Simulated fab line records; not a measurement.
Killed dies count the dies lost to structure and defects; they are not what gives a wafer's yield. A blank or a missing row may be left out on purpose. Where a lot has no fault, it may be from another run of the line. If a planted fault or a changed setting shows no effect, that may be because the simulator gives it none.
Code-filled problem report in 8D (eight disciplines) form / flow nandHarc / the parts of the form that need people (team, actions taken, sign-off) are left out

1. PROBLEM STATEMENT
plateTempC at NHARC_P_CONTACT_PEB_10 reads a mean of 96.63 C on 6 wafers of 2 lots; wafers without a fault read 99.99 C with a standard deviation of 0.13. Relative to the usual mean, that is a shift of -26 standard deviations.
The step: peb time 65 s.
Seen first at day 8 17:43 on lithoTrack-04, wafer L617.2. At this step, 42 wafers from 14 lots have a number in the record. Rule for "out", or "out of limits": more than 4 standard deviations from the usual mean. All remaining wafers that have a number are taken as sound.

2. WHAT IT IS, WHAT IT ISN'T
question=which readings at this step | is=plateTempC, heaterPowerTotalW | is not=-
question=which lots | is=L617, L618 | is not=L610, L611, L613, L614, L625, L626, L627, L628, L629, L630, L631, L633
question=which wafers of those lots | is=all that have a number | is not=-
question=read on which tools | is=lithoTrack-04 | is not=lithoTrack-01, lithoTrack-06
question=when | is=from day 8 17:43 | is not=up to then (12 sound wafers); but 24 sound wafers of L625, L626, L627, L628, L629, L630, L631, L633 came after

3. WHAT RULES OUT EACH SUSPECT
Counting: a tool at any process step up to the reading remains a suspect when it ran all the lots that are out and ran no sound lot after the first of those.
- lithoTrack-04 at NHARC_P_CONTACT_PEB_10 (peb time 65 s): ruled out as a lasting fault. Following L617 (day 8 17:43), the first lot on it that is out, the sound lots L626, L628 were run on it.
Left after counting: nothing in the record.

4. THE CAUSE (what the simulator had put in)
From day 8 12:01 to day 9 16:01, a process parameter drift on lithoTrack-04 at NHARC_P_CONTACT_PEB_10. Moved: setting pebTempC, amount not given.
Counting ruled it out, wrongly.

5. THE EFFECT CHAIN, in route order
Each row: a reading whose mean over the struck wafers that have a number lies more than 3 standard deviations from the usual. Readings are gone through only where the record gives a usual standard deviation; hours: the median, over the lots, of the time from a lot's start at the first step in this table giving one to that lot's start at this step; sigmas: the change measured in usual standard deviations.
hours=0; step=NHARC_P_CONTACT_PEB_10; reading=heaterPowerTotalW; usual=156.6 W; on struck wafers=149.4; change=-7.2; sigmas=-18
hours=0; step=NHARC_P_CONTACT_PEB_10; reading=plateTempC; usual=99.99 C; on struck wafers=96.63; change=-3.36; sigmas=-26
Here are the process steps it includes:
- NHARC_P_CONTACT_PEB_10: peb time 65 s.

6. HOW IT WOULD HAVE BEEN CAUGHT EARLIER
In this record the first reading out of limits was taken at day 8 17:43, 6 hours after the fault began at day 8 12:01.
